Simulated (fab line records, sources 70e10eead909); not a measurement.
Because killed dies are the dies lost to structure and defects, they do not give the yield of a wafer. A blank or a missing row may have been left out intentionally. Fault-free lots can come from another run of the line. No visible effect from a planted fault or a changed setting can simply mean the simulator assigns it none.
Which tool did it? :: flow nand-harc :: Sampling: 24 lots, 72 wafers, 5 of 1302 route steps

## WHAT EACH GAUGE READ, for each wafer
NHARC_A_SGD_CUT_INSPECT_11. Usual: raw-defect-count 50, standard deviation 28.
lot: L074
measured: day 19 04:37
on: defect-inspect-01
raw-defect-count: 63 57 51
flag: 

lot: L076
measured: day 20 01:20
on: defect-inspect-02
raw-defect-count: 68 76 66
flag: 

lot: L075
measured: day 19 22:44
on: defect-inspect-01
raw-defect-count: 48 62 43
flag: 

lot: L077
measured: day 20 15:06
on: defect-inspect-02
raw-defect-count: 62 50 55
flag: 

lot: L078
measured: day 20 22:35
on: defect-inspect-02
raw-defect-count: 15 18 12
flag: 

lot: L079
measured: day 21 15:38
on: defect-inspect-02
raw-defect-count: 57 55 74
flag: 

lot: L080
measured: day 22 04:49
on: defect-inspect-02
raw-defect-count: 124 124 104
flag: 

lot: L081
measured: day 22 04:37
on: defect-inspect-01
raw-defect-count: 19 11 24
flag: 

lot: L082
measured: day 22 14:16
on: defect-inspect-01
raw-defect-count: 70 81 73
flag: 

lot: L085
measured: day 23 05:14
on: defect-inspect-02
raw-defect-count: 16 14 9
flag: 

lot: L083
measured: day 23 18:13
on: defect-inspect-01
raw-defect-count: 85 69 76
flag: 

lot: L084
measured: day 23 05:28
on: defect-inspect-02
raw-defect-count: 96 91 88
flag: 

lot: L086
measured: day 24 07:06
on: defect-inspect-01
raw-defect-count: 22 20 19
flag: 

lot: L087
measured: day 24 23:56
on: defect-inspect-02
raw-defect-count: 63 52 55
flag: 

lot: L088
measured: day 25 13:22
on: defect-inspect-02
raw-defect-count: 17 22 16
flag: 

lot: L089
measured: day 25 13:08
on: defect-inspect-02
raw-defect-count: 96 72 82
flag: 

lot: L091
measured: day 25 23:37
on: defect-inspect-01
raw-defect-count: 59 80 56
flag: 

lot: L090
measured: day 25 23:06
on: defect-inspect-01
raw-defect-count: 55 43 61
flag: 

lot: L092
measured: day 26 21:08
on: defect-inspect-02
raw-defect-count: 58 60 66
flag: 

lot: L093
measured: day 27 02:08
on: defect-inspect-02
raw-defect-count: 46 65 70
flag: 

lot: L094
measured: day 28 08:29
on: defect-inspect-02
raw-defect-count: 12 9 13
flag: 

lot: L095
measured: day 28 06:59
on: defect-inspect-01
raw-defect-count: 7 5 7
flag: 

lot: L096
measured: day 29 01:25
on: defect-inspect-01
raw-defect-count: 54 42 38
flag: 

lot: L097
measured: day 29 01:02
on: defect-inspect-02
raw-defect-count: 35 27 32
flag: 

## WHICH TOOL RAN EACH LOT (tool, then ch and the chambers of the sampled wafers, then the start)
lot: L074
NHARC_A_STAIRCASE_HM_OPEN_463: rie-diel-04 ch 1,3, day 18 03:40 or earlier
NHARC_A_STAIRCASE_DEP_322: pecvd-01 ch 0,2, day 18 03:40
NHARC_A_STAIRCASE_ETCHBACK_157: rie-diel-07 ch 0,1,2, day 19 02:51
NHARC_A_SGD_CUT_DEP_00: pecvd-02 ch 0,1, day 19 03:47

lot: L076
NHARC_A_STAIRCASE_HM_OPEN_463: rie-diel-04 ch 0,1,2, day 18 22:43 or earlier
NHARC_A_STAIRCASE_DEP_322: pecvd-02 ch 1,2, day 18 22:43
NHARC_A_STAIRCASE_ETCHBACK_157: rie-diel-07 ch 1,2,3, day 19 23:30
NHARC_A_SGD_CUT_DEP_00: pecvd-02 ch 0,1,2, day 20 00:29

lot: L075
NHARC_A_STAIRCASE_HM_OPEN_463: rie-diel-04 ch 0,3, day 18 22:43 or earlier
NHARC_A_STAIRCASE_DEP_322: pecvd-01 ch 1,2, day 18 22:43
NHARC_A_STAIRCASE_ETCHBACK_157: rie-diel-07 ch 0,2,3, day 19 20:58
NHARC_A_SGD_CUT_DEP_00: pecvd-02 ch 1,2, day 19 21:57

lot: L077
NHARC_A_STAIRCASE_HM_OPEN_463: rie-diel-04 ch 0,3, day 19 12:00 or earlier
NHARC_A_STAIRCASE_DEP_322: pecvd-01 ch 0,1, day 19 12:00
NHARC_A_STAIRCASE_ETCHBACK_157: rie-diel-12 ch 0,1,2, day 20 13:19
NHARC_A_SGD_CUT_DEP_00: pecvd-02 ch 0,1, day 20 14:19

lot: L078
NHARC_A_STAIRCASE_HM_OPEN_463: rie-diel-07 ch 0,2,3, day 19 22:41 or earlier
NHARC_A_STAIRCASE_DEP_322: pecvd-02 ch 0,1, day 19 22:41
NHARC_A_STAIRCASE_ETCHBACK_157: rie-diel-12 ch 0,3, day 20 20:47
NHARC_A_SGD_CUT_DEP_00: pecvd-03 ch 1,2, day 20 21:45

lot: L079
NHARC_A_STAIRCASE_HM_OPEN_463: rie-diel-12 ch 0,3, day 20 09:28 or earlier
NHARC_A_STAIRCASE_DEP_322: pecvd-04 ch 0,1, day 20 09:28
NHARC_A_STAIRCASE_ETCHBACK_157: rie-diel-04 ch 1,2, day 21 13:43
NHARC_A_SGD_CUT_DEP_00: pecvd-03 ch 0,2, day 21 14:47

lot: L080
NHARC_A_STAIRCASE_HM_OPEN_463: rie-diel-07 ch 0,2,3, day 20 22:10 or earlier
NHARC_A_STAIRCASE_DEP_322: pecvd-04 ch 0,1, day 20 22:10
NHARC_A_STAIRCASE_ETCHBACK_157: rie-diel-07 ch 0,1,3, day 22 02:47
NHARC_A_SGD_CUT_DEP_00: pecvd-04 ch 1,2, day 22 04:02

lot: L081
NHARC_A_STAIRCASE_HM_OPEN_463: rie-diel-04 ch 0,2,3, day 21 05:24 or earlier
NHARC_A_STAIRCASE_DEP_322: pecvd-02 ch 0,1,2, day 21 05:24
NHARC_A_STAIRCASE_ETCHBACK_157: rie-diel-07 ch 1,3, day 22 02:40
NHARC_A_SGD_CUT_DEP_00: pecvd-03 ch 0,1,2, day 22 03:47

lot: L082
NHARC_A_STAIRCASE_HM_OPEN_463: rie-diel-07 ch 0,1,2, day 21 11:20 or earlier
NHARC_A_STAIRCASE_DEP_322: pecvd-04 ch 0,1, day 21 11:20
NHARC_A_STAIRCASE_ETCHBACK_157: rie-diel-12 ch 1,3, day 22 12:32
NHARC_A_SGD_CUT_DEP_00: pecvd-02 ch 0,2, day 22 13:35

lot: L085
NHARC_A_STAIRCASE_HM_OPEN_463: rie-diel-07 ch 1,2, day 22 02:52 or earlier
NHARC_A_STAIRCASE_DEP_322: pecvd-02 ch 0,2, day 22 02:52
NHARC_A_STAIRCASE_ETCHBACK_157: rie-diel-07 ch 1,3, day 23 03:27
NHARC_A_SGD_CUT_DEP_00: pecvd-02 ch 1,2, day 23 04:23

lot: L083
NHARC_A_STAIRCASE_HM_OPEN_463: rie-diel-12 ch 1,2, day 22 18:04 or earlier
NHARC_A_STAIRCASE_DEP_322: pecvd-04 ch 0,1,2, day 22 18:04
NHARC_A_STAIRCASE_ETCHBACK_157: rie-diel-12 ch 2,3, day 23 16:08
NHARC_A_SGD_CUT_DEP_00: pecvd-02 ch 0,1,2, day 23 17:22

lot: L084
NHARC_A_STAIRCASE_HM_OPEN_463: rie-diel-07 ch 0,1,3, day 22 02:52 or earlier
NHARC_A_STAIRCASE_DEP_322: pecvd-04 ch 0,1,2, day 22 02:52
NHARC_A_STAIRCASE_ETCHBACK_157: rie-diel-04 ch 1,2,3, day 23 03:41
NHARC_A_SGD_CUT_DEP_00: pecvd-04 ch 0,1,2, day 23 04:37

lot: L086
NHARC_A_STAIRCASE_HM_OPEN_463: rie-diel-12 ch 1,2,3, day 23 06:22 or earlier
NHARC_A_STAIRCASE_DEP_322: pecvd-01 ch 0,1, day 23 06:22
NHARC_A_STAIRCASE_ETCHBACK_157: rie-diel-04 ch 1,2,3, day 24 05:24
NHARC_A_SGD_CUT_DEP_00: pecvd-02 ch 0,2, day 24 06:22

lot: L087
NHARC_A_STAIRCASE_HM_OPEN_463: rie-diel-12 ch 0,1,3, day 23 17:49 or earlier
NHARC_A_STAIRCASE_DEP_322: pecvd-02 ch 1,2, day 23 17:49
NHARC_A_STAIRCASE_ETCHBACK_157: rie-diel-12 ch 1,2,3, day 24 22:06
NHARC_A_SGD_CUT_DEP_00: pecvd-03 ch 0,1, day 24 23:05

lot: L088
NHARC_A_STAIRCASE_HM_OPEN_463: rie-diel-12 ch 0,2,3, day 24 12:22 or earlier
NHARC_A_STAIRCASE_DEP_322: pecvd-01 ch 0,2, day 24 12:22
NHARC_A_STAIRCASE_ETCHBACK_157: rie-diel-12 ch 0,3, day 25 11:40
NHARC_A_SGD_CUT_DEP_00: pecvd-02 ch 0,1,2, day 25 12:41

lot: L089
NHARC_A_STAIRCASE_HM_OPEN_463: rie-diel-04 ch 2,3, day 24 12:34 or earlier
NHARC_A_STAIRCASE_DEP_322: pecvd-02 ch 0,1,2, day 24 12:34
NHARC_A_STAIRCASE_ETCHBACK_157: rie-diel-12 ch 1,2,3, day 25 11:26
NHARC_A_SGD_CUT_DEP_00: pecvd-03 ch 0,1,2, day 25 12:28

lot: L091
NHARC_A_STAIRCASE_HM_OPEN_463: rie-diel-04 ch 0,1, day 24 23:13 or earlier
NHARC_A_STAIRCASE_DEP_322: pecvd-01 ch 1,2, day 24 23:13
NHARC_A_STAIRCASE_ETCHBACK_157: rie-diel-04 ch 1,2,3, day 25 21:43
NHARC_A_SGD_CUT_DEP_00: pecvd-03 ch 0,1, day 25 22:46

lot: L090
NHARC_A_STAIRCASE_HM_OPEN_463: rie-diel-12 ch 0,2,3, day 24 23:13 or earlier
NHARC_A_STAIRCASE_DEP_322: pecvd-02 ch 1,2, day 24 23:13
NHARC_A_STAIRCASE_ETCHBACK_157: rie-diel-07 ch 0,1, day 25 21:25
NHARC_A_SGD_CUT_DEP_00: pecvd-03 ch 0,1,2, day 25 22:22

lot: L092
NHARC_A_STAIRCASE_HM_OPEN_463: rie-diel-07 ch 0,1,2, day 25 18:33 or earlier
NHARC_A_STAIRCASE_DEP_322: pecvd-01 ch 0,1,2, day 25 18:33
NHARC_A_STAIRCASE_ETCHBACK_157: rie-diel-04 ch 2,3, day 26 19:28
NHARC_A_SGD_CUT_DEP_00: pecvd-04 ch 0,1,2, day 26 20:28

lot: L093
NHARC_A_STAIRCASE_HM_OPEN_463: rie-diel-07 ch 1,2,3, day 26 02:28 or earlier
NHARC_A_STAIRCASE_DEP_322: pecvd-04 ch 0,1,2, day 26 02:28
NHARC_A_STAIRCASE_ETCHBACK_157: rie-diel-04 ch 0,2,3, day 27 00:26
NHARC_A_SGD_CUT_DEP_00: pecvd-02 ch 0,1,2, day 27 01:25

lot: L094
NHARC_A_STAIRCASE_HM_OPEN_463: rie-diel-07 ch 0,1,2, day 27 03:14 or earlier
NHARC_A_STAIRCASE_DEP_322: pecvd-02 ch 0,2, day 27 03:14
NHARC_A_STAIRCASE_ETCHBACK_157: rie-diel-04 ch 2,3, day 28 06:37
NHARC_A_SGD_CUT_DEP_00: pecvd-02 ch 0,1,2, day 28 07:46

lot: L095
NHARC_A_STAIRCASE_HM_OPEN_463: rie-diel-04 ch 0,1,3, day 27 03:14 or earlier
NHARC_A_STAIRCASE_DEP_322: pecvd-04 ch 0,1,2, day 27 03:14
NHARC_A_STAIRCASE_ETCHBACK_157: rie-diel-04 ch 2,3, day 28 05:10
NHARC_A_SGD_CUT_DEP_00: pecvd-03 ch 0,2, day 28 06:19

lot: L096
NHARC_A_STAIRCASE_HM_OPEN_463: rie-diel-04 ch 0,3, day 27 22:20 or earlier
NHARC_A_STAIRCASE_DEP_322: pecvd-04 ch 0,1,2, day 27 22:20
NHARC_A_STAIRCASE_ETCHBACK_157: rie-diel-07 ch 0,1, day 28 23:32
NHARC_A_SGD_CUT_DEP_00: pecvd-04 ch 0,1, day 29 00:29

lot: L097
NHARC_A_STAIRCASE_HM_OPEN_463: rie-diel-12 ch 1,2,3, day 27 22:25 or earlier
NHARC_A_STAIRCASE_DEP_322: pecvd-02 ch 0,1,2, day 27 22:25
NHARC_A_STAIRCASE_ETCHBACK_157: rie-diel-12 ch 0,1, day 28 23:22
NHARC_A_SGD_CUT_DEP_00: pecvd-03 ch 0,1,2, day 29 00:20
- NHARC_A_STAIRCASE_HM_OPEN_463: chemistry O2/COS.
- NHARC_A_STAIRCASE_DEP_322: deposits SiO2, target thk 7200 nm.
- NHARC_A_STAIRCASE_ETCHBACK_157: etches the open film in CH3F/O2, target depth 90 nm, time 167.14 s.
- NHARC_A_SGD_CUT_DEP_00: deposits SiNx, target thk 50 nm.

## AS READ BY THE TOOLS THEMSELVES (means over the sampled wafers that have a number; for cases with no such wafer, the mark the record gives instead)
NHARC_A_STAIRCASE_HM_OPEN_463. Usual: drypump-motor-current-A 5.8 A, standard deviation 0.37; oes-product-au 0.998 a.u., standard deviation 0.007; rf-vpp-V 466 V, standard deviation 3.2; showerhead-plenum-p-Torr 3.07 Torr, standard deviation 0.15; throttle-valve-pct 28.330 %, standard deviation 0.009.
lot: L074
tool: rie-diel-04
drypump-motor-current-A (A): 6.1
oes-product-au (a.u.): 1.005
rf-vpp-V (V): 469
showerhead-plenum-p-Torr (Torr): 3.18
throttle-valve-pct (%): 28.325
flag: 

lot: L076
tool: rie-diel-04
drypump-motor-current-A (A): 5.7
oes-product-au (a.u.): 0.992
rf-vpp-V (V): 467
showerhead-plenum-p-Torr (Torr): 3.13
throttle-valve-pct (%): 28.331
flag: 

lot: L075
tool: rie-diel-04
drypump-motor-current-A (A): 5.8
oes-product-au (a.u.): 0.998
rf-vpp-V (V): 464
showerhead-plenum-p-Torr (Torr): 2.96
throttle-valve-pct (%): 28.326
flag: 

lot: L077
tool: rie-diel-04
drypump-motor-current-A (A): 5.8
oes-product-au (a.u.): 0.993
rf-vpp-V (V): 464
showerhead-plenum-p-Torr (Torr): 2.96
throttle-valve-pct (%): 28.323
flag: 

lot: L078
tool: rie-diel-07
drypump-motor-current-A (A): 5.4
oes-product-au (a.u.): 1.004
rf-vpp-V (V): 464
showerhead-plenum-p-Torr (Torr): 2.99
throttle-valve-pct (%): 28.337
flag: 

lot: L079
tool: rie-diel-12
drypump-motor-current-A (A): 6.3
oes-product-au (a.u.): 1.003
rf-vpp-V (V): 464
showerhead-plenum-p-Torr (Torr): 2.98
throttle-valve-pct (%): 28.337
flag: 

lot: L080
tool: rie-diel-07
drypump-motor-current-A (A): 5.4
oes-product-au (a.u.): 0.989
rf-vpp-V (V): 464
showerhead-plenum-p-Torr (Torr): 2.99
throttle-valve-pct (%): 28.322
flag: 

lot: L081
tool: rie-diel-04
drypump-motor-current-A (A): 5.9
oes-product-au (a.u.): 1.003
rf-vpp-V (V): 466
showerhead-plenum-p-Torr (Torr): 3.03
throttle-valve-pct (%): 28.321
flag: 

lot: L082
tool: rie-diel-07
drypump-motor-current-A (A): 5.5
oes-product-au (a.u.): 1.001
rf-vpp-V (V): 464
showerhead-plenum-p-Torr (Torr): 2.96
throttle-valve-pct (%): 28.328
flag: 

lot: L085
tool: rie-diel-07
drypump-motor-current-A (A): 5.6
oes-product-au (a.u.): 0.995
rf-vpp-V (V): 465
showerhead-plenum-p-Torr (Torr): 3.01
throttle-valve-pct (%): 28.328
flag: 

lot: L083
tool: rie-diel-12
drypump-motor-current-A (A): 5.5
oes-product-au (a.u.): 0.989
rf-vpp-V (V): 466
showerhead-plenum-p-Torr (Torr): 3.02
throttle-valve-pct (%): 28.328
flag: 

lot: L084
tool: rie-diel-07
drypump-motor-current-A (A): 5.6
oes-product-au (a.u.): 0.998
rf-vpp-V (V): 468
showerhead-plenum-p-Torr (Torr): 3.17
throttle-valve-pct (%): 28.338
flag: 

lot: L086
tool: rie-diel-12
drypump-motor-current-A (A): 5.7
oes-product-au (a.u.): 1.004
rf-vpp-V (V): 464
showerhead-plenum-p-Torr (Torr): 3.00
throttle-valve-pct (%): 28.330
flag: 

lot: L087
tool: rie-diel-12
drypump-motor-current-A (A): 5.8
oes-product-au (a.u.): 1.001
rf-vpp-V (V): 465
showerhead-plenum-p-Torr (Torr): 3.00
throttle-valve-pct (%): 28.332
flag: 

lot: L088
tool: rie-diel-12
drypump-motor-current-A (A): 6.2
oes-product-au (a.u.): 1.001
rf-vpp-V (V): 464
showerhead-plenum-p-Torr (Torr): 2.96
throttle-valve-pct (%): 28.329
flag: 

lot: L089
tool: rie-diel-04
drypump-motor-current-A (A): 5.9
oes-product-au (a.u.): 0.998
rf-vpp-V (V): 466
showerhead-plenum-p-Torr (Torr): 3.10
throttle-valve-pct (%): 28.327
flag: 

lot: L091
tool: rie-diel-04
drypump-motor-current-A (A): 5.7
oes-product-au (a.u.): 0.997
rf-vpp-V (V): 472
showerhead-plenum-p-Torr (Torr): 3.35
throttle-valve-pct (%): 28.327
flag: 

lot: L090
tool: rie-diel-12
drypump-motor-current-A (A): 6.1
oes-product-au (a.u.): 0.999
rf-vpp-V (V): 464
showerhead-plenum-p-Torr (Torr): 2.96
throttle-valve-pct (%): 28.333
flag: 

lot: L092
tool: rie-diel-07
drypump-motor-current-A (A): 5.5
oes-product-au (a.u.): 0.986
rf-vpp-V (V): 467
showerhead-plenum-p-Torr (Torr): 3.11
throttle-valve-pct (%): 28.328
flag: 

lot: L093
tool: rie-diel-07
drypump-motor-current-A (A): 5.5
oes-product-au (a.u.): 0.997
rf-vpp-V (V): 465
showerhead-plenum-p-Torr (Torr): 3.02
throttle-valve-pct (%): 28.327
flag: 

lot: L094
tool: rie-diel-07
drypump-motor-current-A (A): 5.5
oes-product-au (a.u.): 1.004
rf-vpp-V (V): 466
showerhead-plenum-p-Torr (Torr): 3.10
throttle-valve-pct (%): 28.328
flag: 

lot: L095
tool: rie-diel-04
drypump-motor-current-A (A): 5.9
oes-product-au (a.u.): 0.995
rf-vpp-V (V): 470
showerhead-plenum-p-Torr (Torr): 3.25
throttle-valve-pct (%): 28.339
flag: 

lot: L096
tool: rie-diel-04
drypump-motor-current-A (A): 5.8
oes-product-au (a.u.): 1.001
rf-vpp-V (V): 470
showerhead-plenum-p-Torr (Torr): 3.26
throttle-valve-pct (%): 28.324
flag: 

lot: L097
tool: rie-diel-12
drypump-motor-current-A (A): 5.7
oes-product-au (a.u.): 0.998
rf-vpp-V (V): 464
showerhead-plenum-p-Torr (Torr): 2.98
throttle-valve-pct (%): 28.335
flag: 

NHARC_A_STAIRCASE_DEP_322. Usual: heater-power-w 635 W, standard deviation 80.
lot: L074
tool: pecvd-01
heater-power-w (W): 662
flag: 

lot: L076
tool: pecvd-02
heater-power-w (W): 627
flag: 

lot: L075
tool: pecvd-01
heater-power-w (W): 576
flag: 

lot: L077
tool: pecvd-01
heater-power-w (W): 609
flag: 

lot: L078
tool: pecvd-02
heater-power-w (W): 709
flag: 

lot: L079
tool: pecvd-04
heater-power-w (W): 644
flag: 

lot: L080
tool: pecvd-04
heater-power-w (W): 608
flag: 

lot: L081
tool: pecvd-02
heater-power-w (W): 581
flag: 

lot: L082
tool: pecvd-04
heater-power-w (W): 642
flag: 

lot: L085
tool: pecvd-02
heater-power-w (W): 600
flag: 

lot: L083
tool: pecvd-04
heater-power-w (W): 651
flag: 

lot: L084
tool: pecvd-04
heater-power-w (W): 679
flag: 

lot: L086
tool: pecvd-01
heater-power-w (W): 660
flag: 

lot: L087
tool: pecvd-02
heater-power-w (W): 566
flag: 

lot: L088
tool: pecvd-01
heater-power-w (W): 580
flag: 

lot: L089
tool: pecvd-02
heater-power-w (W): 568
flag: 

lot: L091
tool: pecvd-01
heater-power-w (W): 610
flag: 

lot: L090
tool: pecvd-02
heater-power-w (W): 550
flag: 

lot: L092
tool: pecvd-01
heater-power-w (W): 608
flag: 

lot: L093
tool: pecvd-04
heater-power-w (W): 665
flag: 

lot: L094
tool: pecvd-02
heater-power-w (W): 557
flag: 

lot: L095
tool: pecvd-04
heater-power-w (W): 684
flag: 

lot: L096
tool: pecvd-04
heater-power-w (W): 706
flag: 

lot: L097
tool: pecvd-02
heater-power-w (W): 605
flag: 

NHARC_A_STAIRCASE_ETCHBACK_157. Usual: drypump-motor-current-A 5.7 A, standard deviation 0.37; oes-product-au 0.97 a.u., standard deviation 0.036; rf-vpp-V 243.9 V, standard deviation 1.8; showerhead-plenum-p-Torr 2.43 Torr, standard deviation 0.12; throttle-valve-pct 20.664 %, standard deviation 0.0093.
lot: L074
tool: rie-diel-07
drypump-motor-current-A (A): 5.5
oes-product-au (a.u.): 0.92
rf-vpp-V (V): 242.0
showerhead-plenum-p-Torr (Torr): 2.33
throttle-valve-pct (%): 20.663
flag: 

lot: L076
tool: rie-diel-07
drypump-motor-current-A (A): 5.5
oes-product-au (a.u.): 0.93
rf-vpp-V (V): 243.9
showerhead-plenum-p-Torr (Torr): 2.39
throttle-valve-pct (%): 20.666
flag: 

lot: L075
tool: rie-diel-07
drypump-motor-current-A (A): 5.4
oes-product-au (a.u.): 0.93
rf-vpp-V (V): 242.7
showerhead-plenum-p-Torr (Torr): 2.35
throttle-valve-pct (%): 20.662
flag: 

lot: L077
tool: rie-diel-12
drypump-motor-current-A (A): 5.9
oes-product-au (a.u.): 1.00
rf-vpp-V (V): 242.6
showerhead-plenum-p-Torr (Torr): 2.35
throttle-valve-pct (%): 20.662
flag: 

lot: L078
tool: rie-diel-12
drypump-motor-current-A (A): 6.1
oes-product-au (a.u.): 1.01
rf-vpp-V (V): 243.1
showerhead-plenum-p-Torr (Torr): 2.35
throttle-valve-pct (%): 20.663
flag: 

lot: L079
tool: rie-diel-04
drypump-motor-current-A (A): 5.7
oes-product-au (a.u.): 0.92
rf-vpp-V (V): 245.7
showerhead-plenum-p-Torr (Torr): 2.51
throttle-valve-pct (%): 20.647
flag: 

lot: L080
tool: rie-diel-07
drypump-motor-current-A (A): 5.6
oes-product-au (a.u.): 1.00
rf-vpp-V (V): 244.6
showerhead-plenum-p-Torr (Torr): 2.49
throttle-valve-pct (%): 20.661
flag: 

lot: L081
tool: rie-diel-07
drypump-motor-current-A (A): 5.5
oes-product-au (a.u.): 1.00
rf-vpp-V (V): 243.9
showerhead-plenum-p-Torr (Torr): 2.42
throttle-valve-pct (%): 20.660
flag: 

lot: L082
tool: rie-diel-12
drypump-motor-current-A (A): 5.5
oes-product-au (a.u.): 1.00
rf-vpp-V (V): 241.5
showerhead-plenum-p-Torr (Torr): 2.37
throttle-valve-pct (%): 20.672
flag: 

lot: L085
tool: rie-diel-07
drypump-motor-current-A (A): 5.6
oes-product-au (a.u.): 0.92
rf-vpp-V (V): 243.7
showerhead-plenum-p-Torr (Torr): 2.40
throttle-valve-pct (%): 20.662
flag: 

lot: L083
tool: rie-diel-12
drypump-motor-current-A (A): 5.9
oes-product-au (a.u.): 0.94
rf-vpp-V (V): 241.5
showerhead-plenum-p-Torr (Torr): 2.33
throttle-valve-pct (%): 20.671
flag: 

lot: L084
tool: rie-diel-04
drypump-motor-current-A (A): 5.9
oes-product-au (a.u.): 0.96
rf-vpp-V (V): 244.3
showerhead-plenum-p-Torr (Torr): 2.50
throttle-valve-pct (%): 20.669
flag: 

lot: L086
tool: rie-diel-04
drypump-motor-current-A (A): 5.9
oes-product-au (a.u.): 1.00
rf-vpp-V (V): 244.8
showerhead-plenum-p-Torr (Torr): 2.50
throttle-valve-pct (%): 20.669
flag: 

lot: L087
tool: rie-diel-12
drypump-motor-current-A (A): 5.7
oes-product-au (a.u.): 1.00
rf-vpp-V (V): 243.0
showerhead-plenum-p-Torr (Torr): 2.35
throttle-valve-pct (%): 20.663
flag: 

lot: L088
tool: rie-diel-12
drypump-motor-current-A (A): 6.3
oes-product-au (a.u.): 0.97
rf-vpp-V (V): 241.8
showerhead-plenum-p-Torr (Torr): 2.32
throttle-valve-pct (%): 20.664
flag: 

lot: L089
tool: rie-diel-12
drypump-motor-current-A (A): 5.6
oes-product-au (a.u.): 1.01
rf-vpp-V (V): 243.1
showerhead-plenum-p-Torr (Torr): 2.35
throttle-valve-pct (%): 20.663
flag: 

lot: L091
tool: rie-diel-04
drypump-motor-current-A (A): 5.9
oes-product-au (a.u.): 0.92
rf-vpp-V (V): 244.4
showerhead-plenum-p-Torr (Torr): 2.49
throttle-valve-pct (%): 20.666
flag: 

lot: L090
tool: rie-diel-07
drypump-motor-current-A (A): 5.6
oes-product-au (a.u.): 1.00
rf-vpp-V (V): 244.4
showerhead-plenum-p-Torr (Torr): 2.46
throttle-valve-pct (%): 20.671
flag: 

lot: L092
tool: rie-diel-04
drypump-motor-current-A (A): 5.9
oes-product-au (a.u.): 0.94
rf-vpp-V (V): 244.3
showerhead-plenum-p-Torr (Torr): 2.43
throttle-valve-pct (%): 20.661
flag: 

lot: L093
tool: rie-diel-04
drypump-motor-current-A (A): 5.9
oes-product-au (a.u.): 0.98
rf-vpp-V (V): 245.2
showerhead-plenum-p-Torr (Torr): 2.50
throttle-valve-pct (%): 20.661
flag: 

lot: L094
tool: rie-diel-04
drypump-motor-current-A (A): 6.1
oes-product-au (a.u.): 0.92
rf-vpp-V (V): 244.8
showerhead-plenum-p-Torr (Torr): 2.41
throttle-valve-pct (%): 20.664
flag: 

lot: L095
tool: rie-diel-04
drypump-motor-current-A (A): 6.1
oes-product-au (a.u.): 0.91
rf-vpp-V (V): 243.1
showerhead-plenum-p-Torr (Torr): 2.41
throttle-valve-pct (%): 20.668
flag: 

lot: L096
tool: rie-diel-07
drypump-motor-current-A (A): 5.6
oes-product-au (a.u.): 1.00
rf-vpp-V (V): 246.0
showerhead-plenum-p-Torr (Torr): 2.54
throttle-valve-pct (%): 20.660
flag: 

lot: L097
tool: rie-diel-12
drypump-motor-current-A (A): 5.6
oes-product-au (a.u.): 1.00
rf-vpp-V (V): 242.6
showerhead-plenum-p-Torr (Torr): 2.35
throttle-valve-pct (%): 20.665
flag: 

NHARC_A_SGD_CUT_DEP_00. Usual: heater-power-w 684 W, standard deviation 68.
lot: L074
tool: pecvd-02
heater-power-w (W): 692
flag: 

lot: L076
tool: pecvd-02
heater-power-w (W): 677
flag: 

lot: L075
tool: pecvd-02
heater-power-w (W): 698
flag: 

lot: L077
tool: pecvd-02
heater-power-w (W): 719
flag: 

lot: L078
tool: pecvd-03
heater-power-w (W): 655
flag: 

lot: L079
tool: pecvd-03
heater-power-w (W): 697
flag: 

lot: L080
tool: pecvd-04
heater-power-w (W): 719
flag: 

lot: L081
tool: pecvd-03
heater-power-w (W): 655
flag: 

lot: L082
tool: pecvd-02
heater-power-w (W): 609
flag: 

lot: L085
tool: pecvd-02
heater-power-w (W): 698
flag: 

lot: L083
tool: pecvd-02
heater-power-w (W): 653
flag: 

lot: L084
tool: pecvd-04
heater-power-w (W): 746
flag: 

lot: L086
tool: pecvd-02
heater-power-w (W): 716
flag: 

lot: L087
tool: pecvd-03
heater-power-w (W): 699
flag: 

lot: L088
tool: pecvd-02
heater-power-w (W): 711
flag: 

lot: L089
tool: pecvd-03
heater-power-w (W): 686
flag: 

lot: L091
tool: pecvd-03
heater-power-w (W): 658
flag: 

lot: L090
tool: pecvd-03
heater-power-w (W): 648
flag: 

lot: L092
tool: pecvd-04
heater-power-w (W): 759
flag: 

lot: L093
tool: pecvd-02
heater-power-w (W): 722
flag: 

lot: L094
tool: pecvd-02
heater-power-w (W): 737
flag: 

lot: L095
tool: pecvd-03
heater-power-w (W): 668
flag: 

lot: L096
tool: pecvd-04
heater-power-w (W): 698
flag: 

lot: L097
tool: pecvd-03
heater-power-w (W): 648
flag: 

## THE ANSWER, worked out from the rows above alone
Rule: a lot counts as off when the mean over its wafers that have a number is more than 3 standard deviations away from the usual mean. A lot without any number at a reading at which 4 lots or more have one is off too. The other lots that the step has rows for count as sound. After the gauges, taken in route order, come the tools' own readings; for these a lot's mean is taken, as printed above. At the first step where some lot is off, the reading lying furthest off is the one used; lots without a number count as furthest.
Nothing can be told from this: no lot is off at any reading shown.

## WHAT THE SIMULATOR HAD INSERTED
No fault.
